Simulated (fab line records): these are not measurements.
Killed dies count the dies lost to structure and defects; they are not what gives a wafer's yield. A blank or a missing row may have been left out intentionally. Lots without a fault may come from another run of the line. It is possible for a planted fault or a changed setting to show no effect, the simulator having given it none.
Matching of chambers + flow nand_harc + NHARC_A_BONDPAD_CMP_19 on cmp-03: 4 sister chambers
The step polishes, t overpolish 30 s, cu recess touch 16 s, target thk 169.8 nm. 8 wafers are shown with their chamber, then 7 later ones without.

== WAFERS, EACH WITH ITS CHAMBER ==
| wafer  | chamber | motor_current_A (A) | overpolish_run_s (s) |
|--------|---------|---------------------|----------------------|
| L881.5 | 0       | 10.6                | 29.995               |
| L880.3 | 1       | 12.4                | 29.991               |
| L880.4 | 3       | 12.2                | 29.990               |
| L882.1 | 2       | 12.6                | 30.005               |
| L882.4 | 1       | 12.2                | 30.001               |
| L882.6 | 3       | 12.3                | 29.993               |
| L890.1 | 0       | 10.8                | 30.004               |
| L890.2 | 2       | 12.6                | 29.996               |

== WAFERS WITH NO CHAMBER GIVEN ==
| wafer  | motor_current_A (A) | overpolish_run_s (s) |
|--------|---------------------|----------------------|
| L890.3 | 12.2                | 30.002               |
| L891.2 | 12.0                | 29.990               |
| L891.5 | 12.6                | 30.005               |
| L891.6 | 13.1                | 29.990               |
| L899.1 | 12.5                | 29.993               |
| L899.4 | 11.2                | 29.999               |
| L899.5 | 10.8                | 30.017               |

== EACH ONE'S CHAMBER ==
| wafer  | from the rows above          | in truth                   |
|--------|------------------------------|----------------------------|
| L890.3 | can't be placed: 1 or 3      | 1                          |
| L891.2 | can't be placed: 3 or 1      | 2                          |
| L891.5 | 2                            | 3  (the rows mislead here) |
| L891.6 | 2                            | 2                          |
| L899.1 | can't be placed: 2 or 1 or 3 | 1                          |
| L899.4 | 0                            | 0                          |
| L899.5 | 0                            | 0                          |
3 of 7 placed correctly. Unplaceable from these rows: 3, with the true chamber sitting among the candidates in 2. Wrongly placed: 1.
How it was worked out, from the rows above alone: a wafer's distance from a chamber is the root of the sum, over the readings, of the square of ((its reading less the chamber's mean) divided by the reading's scatter). The wafer belongs to the nearest chamber; if the next one is less than 2 further off, it can't be placed. A chamber's mean is the mean of its shown wafers. How the scatter is found: for the shown wafers, subtract from each reading the mean of its chamber, square and add these, divide the total by (wafers less chambers), then take the root.
